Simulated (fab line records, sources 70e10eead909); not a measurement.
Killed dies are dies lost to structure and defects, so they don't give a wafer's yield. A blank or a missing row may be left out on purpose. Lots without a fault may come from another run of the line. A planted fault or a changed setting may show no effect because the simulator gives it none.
fab line records | flow nand_harc
record lots=15 wafers=43 last_day=34
route steps=1302 shown A_CHANNEL_FILL_D1@493 A_ONON_D2@562
lots that met no fault: from a run of the same line without faults
start_h: hours from the record's first day to the start of the lot's first wafer shown | wait_h: hours since the lot's step before | " the same as in the row above | L1.1+2: a row that stands for several wafers | - no value, or no start given | * or withheld: withheld | < > ~ a bound
route shown NAME@n: a module of which the file shows steps, and the number in the route of the first | usual: mean/standard deviation of fault-free wafers | same: alike in all rows | chamber/n: place in a boat | sites: the reading at each site | _std_site: their standard deviation | _edge_site: outer sites' mean less inner sites' | radius_mm: how far each site lies from the wafer's centre | mask NAME#n: copy n | behind: the tool/chamber that last shaped the wafer | hold: why the lot was held/for how many hours/how that ended | device: the transistor (n, p or np) that didn't switch | end of line: the same wafers' tests at the end of the route | a step without rows: its recipe alone | killed: dies lost to structure and defects at the first sort, not the wafer's yield | map: a wafer's dies, x killed, . not, _ none there
set.NAME: the setting as run; set.NAME@STEP: as run at that earlier step | model.NAME: the simulator's own value behind a step, which no gauge read
steps of the route over a sample of lots; a table a step, a row a wafer
services: from which hour (start_h, from the record's first day; less than 0 if before it) a tool's chamber was out of use, for how many hours, and why
## steps
# step NHARC_A_CHANNEL_FILL_D1_ALD_03
# recipe target_thk_a=60 pulse_time_s=60 ald_cycles=58 temp_c=630 pressure_torr=2 material=SiNx
# usual precursor_pulse_height_rel=1.000/0.02
# columns lot.wafer tool chamber start_h wait_h precursor_pulse_height_rel
L820.1 ald_sin_batch-03 0 - - 1.021
L820.2 " 0 " " 1.016
L820.4 " 0 " " 0.992
L821.3 ald_sin_batch-02 0 - - 1.027
L821.5 " 0 " " 0.987
L821.6 " 0 " " 0.991
L825.2 ald_sin_batch-01 0 - - 1.007
L825.6 " 0 " " 0.995
L826.3 ald_sin_batch-01 0 - - 1.017
L826.4 " 0 " " 0.984
L826.5 " 0 " " 1.017
L828.4 ald_sin_batch-01 0 - - 1.018
L828.6 " 0 " " 1.011
L833.1 ald_sin_batch-03 0 - - 1.000
L833.4 " 0 " " 1.018
L833.6 " 0 " " 0.981
L832.1 ald_sin_batch-01 0 - - 0.982
L832.2 " 0 " " 0.969
L832.5 " 0 " " 0.989
L834.4 ald_sin_batch-02 0 - - 1.010
L834.5 " 0 " " 1.013
L834.6 " 0 " " 0.972
L835.3 ald_sin_batch-02 0 - - 0.989
L835.4 " 0 " " 1.007
L835.6 " 0 " " 0.980
L836.1 ald_sin_batch-01 0 - - 0.993
L836.2 " 0 " " 1.024
L836.6 " 0 " " 0.998
L837.1 ald_sin_batch-02 0 - - 1.008
L837.2 " 0 " " 0.962
L837.3 " 0 " " 1.016
L838.1 ald_sin_batch-03 0 - - 0.981
L838.4 " 0 " " 0.971
L838.5 " 0 " " 0.999
L840.2 ald_sin_batch-02 0 - - 0.991
L840.3 " 0 " " 0.971
L840.5 " 0 " " 0.992
L842.2 ald_sin_batch-02 0 - - 1.022
L842.4 " 0 " " 0.973
L842.5 " 0 " " 1.048
L843.1 ald_sin_batch-02 0 - - 0.982
L843.3 " 0 " " 1.020
L843.4 " 0 " " 0.976
# step NHARC_A_CHANNEL_FILL_D1_ETCHBACK_20
# recipe target_depth_a=270 time_s=13.5 c4f8_flow_sccm=withheld o2_flow_sccm=8 ar_flow_sccm=withheld rf_w=600 bias_w=1500 chemistry=C4F8/O2/Ar
# usual oes_product_au=0.96/0.034 rf_vpp_V=979/4.9
# columns lot.wafer tool chamber start_h wait_h oes_product_au rf_hours_counter_h rf_vpp_V
L820.2 rie_diel-12 2 225.51 - 0.95 7.6 973
L820.4 " 0 " " 0.98 6.8 982
L820.1 " 1 " " 0.98 7.5 977
L821.3 rie_diel-04 0 231.56 - 0.99 2.6 977
L821.5 " 0 " " 1.00 - 977
L821.6 " 1 " " 0.99 - 975
L825.2 rie_diel-04 1 274.65 - 0.93 5.4 975
L825.6 " 3 " " 0.93 - 983
L826.4 rie_diel-09 1 300.42 - 0.93 7.7 988
L826.3 " 2 " " 0.93 7.4 984
L826.5 " 3 " " 0.94 - 975
L828.4 rie_diel-09 0 306.49 - 0.93 6.5 978
L828.6 " 3 " " 0.94 - 976
L833.1 rie_diel-12 1 337.43 - 0.99 3.5 977
L833.4 " 2 " " 0.98 3.1 974
L833.6 " 1 " " 0.99 - 977
L832.1 rie_diel-09 2 341.13 - 0.99 0.6 984
L832.2 " 0 " " 1.00 0.6 979
L832.5 " 2 " " 0.98 - 984
L834.4 rie_diel-04 0 367.34 - 1.00 0 976
L834.5 " 2 " " 0.99 - 970
L834.6 " 3 " " 1.00 - 982
L835.3 rie_diel-09 2 371.90 - 1.00 2.5 984
L835.4 " 0 " " 1.01 2.0 978
L835.6 " 2 " " 0.99 - 984
L836.1 rie_diel-12 3 377.26 - 0.94 5.8 980
L836.2 " 1 " " 0.93 6.2 978
L836.6 " 2 " " 0.92 - 973
L837.3 rie_diel-09 3 380.40 - 0.94 2.1 978
L837.1 " 0 " " 0.92 2.7 977
L837.2 " 1 " " 0.95 3.2 986
L838.1 rie_diel-09 1 388.87 - 1.00 3.4 986
L838.4 " 2 " " 0.99 3.4 983
L838.5 " 2 " " 1.00 - 985
L840.3 rie_diel-12 0 421.76 - 1.00 8.5 982
L840.2 " 2 " " 0.99 8.1 971
L840.5 " 3 " " 1.01 - 979
L842.2 rie_diel-09 3 434.68 - 0.95 4.0 977
L842.4 " 0 " " 0.92 4.4 977
L842.5 " 1 " " 0.92 - 988
L843.3 rie_diel-04 2 438.02 - 0.92 2.4 970
L843.4 " 3 " " 0.92 2.6 982
L843.1 " 0 " " 0.92 2.6 975
# step NHARC_A_CHANNEL_FILL_D1_ALD_25
# recipe target_thk_a=600 pulse_time_s=10 ald_cycles=600 temp_c=300 material=SiOx
# usual heater_power_w=475/40 precursor_pulse_height_rel=1.002/0.018
# columns lot.wafer tool chamber start_h wait_h heater_power_w precursor_pulse_height_rel
L820.2 ald_hk-04 2 237.40 0.1 519 0.976
L820.4 " 3 " " 471 1.001
L820.1 " 0 " " 459 0.987
L821.3 ald_hk-01 0 244.63 0.7 503 0.990
L821.6 " 3 246.46 2.5 494 0.997
L821.5 " 0 " " 494 1.026
L825.2 ald_hk-02 0 288.17 1.9 404 0.988
L825.6 " 2 289.39 3.1 538 0.981
L826.3 ald_hk-04 0 312.40 0.1 425 0.984
L826.4 " 2 313.61 1.3 478 1.001
L826.5 " 1 315.44 3.1 472 0.988
L828.4 ald_hk-02 1 320.18 1.9 428 1.006
L828.6 " 2 " " 545 0.994
L833.4 ald_hk-01 1 349.16 0.1 472 0.986
L833.1 " 2 " " 456 1.012
L833.6 " 2 352.23 3.1 467 0.982
L832.1 ald_hk-01 0 353.29 0.2 502 0.995
L832.2 " 2 354.53 1.4 456 1.017
L832.5 " 1 356.39 3.3 467 0.996
L834.4 ald_hk-01 0 381.14 1.3 511 1.034
L834.5 " 2 382.36 2.5 469 0.990
L834.6 " 3 " " 484 0.993
L835.4 ald_hk-02 0 383.82 0.0 407 1.017
L835.3 " 2 385.06 1.3 514 0.981
L835.6 " 0 386.30 2.5 403 1.008
L836.2 ald_hk-02 3 389.80 0.7 533 1.014
L836.1 " 0 " " 411 0.991
L836.6 " 2 391.69 2.6 528 1.013
L837.1 ald_hk-04 1 393.39 0.7 466 1.012
L837.2 " 2 " " 483 1.020
L837.3 " 3 " " 481 0.986
L838.1 ald_hk-04 3 401.29 0.7 469 0.993
L838.4 " 0 " " 414 1.023
L838.5 " 3 403.77 3.1 480 1.002
L840.3 ald_hk-01 2 437.98 0.7 462 1.015
L840.2 " 0 439.22 1.9 524 0.991
L840.5 " 1 " " 480 0.984
L842.2 ald_hk-02 0 446.48 0.1 401 0.972
L842.4 " 1 " " 446 0.996
L842.5 " 1 449.51 3.1 436 1.007
L843.1 ald_hk-04 2 449.91 0.1 512 0.979
L843.4 " 3 " " 454 1.010
L843.3 " 0 " " 420 0.977
# step NHARC_A_ONON_D2_DEP_25
# recipe target_thk_a=10000 n2_flow_sccm=2750 n2o_flow_sccm=2000 nh3_flow_sccm=500 sih4_flow_sccm=210 temp_c=400
# columns lot.wafer tool chamber start_h wait_h
L820.1+2+4 pecvd_onon-02 0 295.73 0.1
L821.3+5+6 pecvd_onon-01 0 306.83 0.2
L825.2+6 pecvd_onon-03 0 347.09 0.1
L826.3+4+5 pecvd_onon-03 0 367.63 0.2
L828.4+6 pecvd_onon-03 0 372.97 0.2
L832.1+2+5 pecvd_onon-02 0 406.84 0.1
L833.1+4+6 pecvd_onon-01 0 406.85 0.1
L834.4+5+6 pecvd_onon-03 0 450.79 0.2
L835.3+4+6 pecvd_onon-02 0 450.86 0.3
L836.1+2+6 pecvd_onon-02 0 451.09 0.2
L837.1+2+3 pecvd_onon-02 0 457.34 0.1
L838.1+4+5 pecvd_onon-02 0 462.84 0.1
L840.2+3+5 pecvd_onon-01 0 494.97 0.1
L842.2+4+5 pecvd_onon-02 0 507.13 0.1
L843.1+3+4 pecvd_onon-03 0 515.73 0.1
# step NHARC_A_ONON_D2_THK_MEAS_27
# recipe thk_meas_gauge=ellipsometry
# usual thk_nm=999/12
# columns lot.wafer tool chamber start_h wait_h thk_nm
L820.1 film_metro-01 - 296.23 - 988
L820.2 " - " " 987
L820.4 " - " " 990
L821.3 film_metro-02 - 307.23 - 985
L821.5 " - " " 986
L821.6 " - " " 985
L825.2 film_metro-01 - 347.54 - 997
L825.6 " - " " 671
L826.3 film_metro-01 - 368.03 - 1023
L826.4 " - " " 702
L826.5 " - " " 1025
L828.4 film_metro-02 - 373.30 - 683
L828.6 " - " " 686
L832.1 film_metro-02 - 407.35 - 1016
L832.2 " - " " 1016
L832.5 " - " " 1015
L833.1 film_metro-01 - 407.36 - 1002
L833.4 " - " " 1003
L833.6 " - " " 1002
L834.4 film_metro-02 - 451.13 - 1007
L834.5 " - " " 1007
L834.6 " - " " 1009
L835.3 film_metro-01 - 451.25 - 985
L835.4 " - " " 985
L835.6 " - " " 987
L836.1 film_metro-01 - 451.60 - 999
L836.2 " - " " 999
L836.6 " - " " 1001
L837.1 film_metro-02 - 457.86 - 986
L837.2 " - " " 985
L837.3 " - " " 984
L838.1 film_metro-02 - 463.36 - 994
L838.4 " - " " 995
L838.5 " - " " 995
L840.2 film_metro-01 - 495.41 - 988
L840.3 " - " " 988
L840.5 " - " " 987
L842.2 film_metro-02 - 507.58 - 991
L842.4 " - " " 992
L842.5 " - " " 990
L843.1 film_metro-01 - 516.23 - 1011
L843.3 " - " " 1012
L843.4 " - " " 1012
## services
# columns tool chamber start_h hours kind
pecvd_onon-02 - 185.26 13.0 pm
ald_sin_batch-01 - 209.06 5.9 repair
rie_diel-09 - 219.84 3.3 repair
pecvd_onon-03 - 227.01 13.0 pm
rie_diel-09 3 232.31 15.8 repair
rie_diel-09 0 240.68 4.2 repair
ald_hk-04 - 254.00 10.0 pm
rie_diel-12 2 254.69 1.7 repair
ald_sin_batch-02 - 266.00 26.0 pm
ald_hk-01 - 299.21 10.0 pm
rie_diel-09 3 301.95 3.1 repair
rie_diel-09 - 316.00 0.7 repair
rie_diel-09 - 320.10 9.0 pm
rie_diel-09 3 329.33 16.3 repair
ald_hk-02 - 348.39 10.0 pm
pecvd_onon-02 - 366.26 13.0 pm
ald_hk-01 - 375.13 0.6 repair
pecvd_onon-03 - 408.01 13.0 pm
ald_hk-02 - 409.26 2.3 repair
pecvd_onon-02 - 447.27 1.1 repair
ald_hk-01 - 477.21 10.0 pm
ald_sin_batch-02 - 488.00 32.1 repair
rie_diel-09 - 497.10 9.0 pm
ald_sin_batch-01 - 506.00 26.0 pm
## key
first_sign step=NHARC_A_ONON_D2_THK_MEAS_27 reading=thk_nm direction=down sigmas=26 usual=999 struck=685
effect none on later readings
met_at NHARC_A_ONON_D2_DEP_25
struck_lots L825,L826,L828
struck_wafers L825.6,L826.4,L828.4,L828.6
later_rows_left_out L825.6,L826.4,L828.4,L828.6
sort_left_out L825.6,L826.4,L828.4,L828.6
tester_left_out L825,L826,L828
not_acting_at NHARC_A_CHANNEL_FILL_D1_ALD_03,NHARC_A_CHANNEL_FILL_D1_ETCHBACK_20,NHARC_A_CHANNEL_FILL_D1_ALD_25
fault kind=process_parameter_drift tool=pecvd_onon-03 chamber=- onset_h=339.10 steps=NHARC_A_ONON_D2_DEP_25 channel=target_thk_a offset=* shape=step end_h=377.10 scope=struck_wafers_only acts_in=* stated=*
# tester_left_out: of these lots the tester's yield and bins aren't shown, on N5 and GAA mostly nor the transistor test; their killed dies are dies lost to structure and defects alone, not to doping, threshold or leakage, so they don't give the yield
# sort_left_out: the simulated sort isn't trusted on such a fault, so these wafers' sort isn't shown, and their yield isn't known
# later_rows_left_out: the simulator's readings of these wafers behind a module that went badly wrong aren't trusted and aren't shown, but for the sort
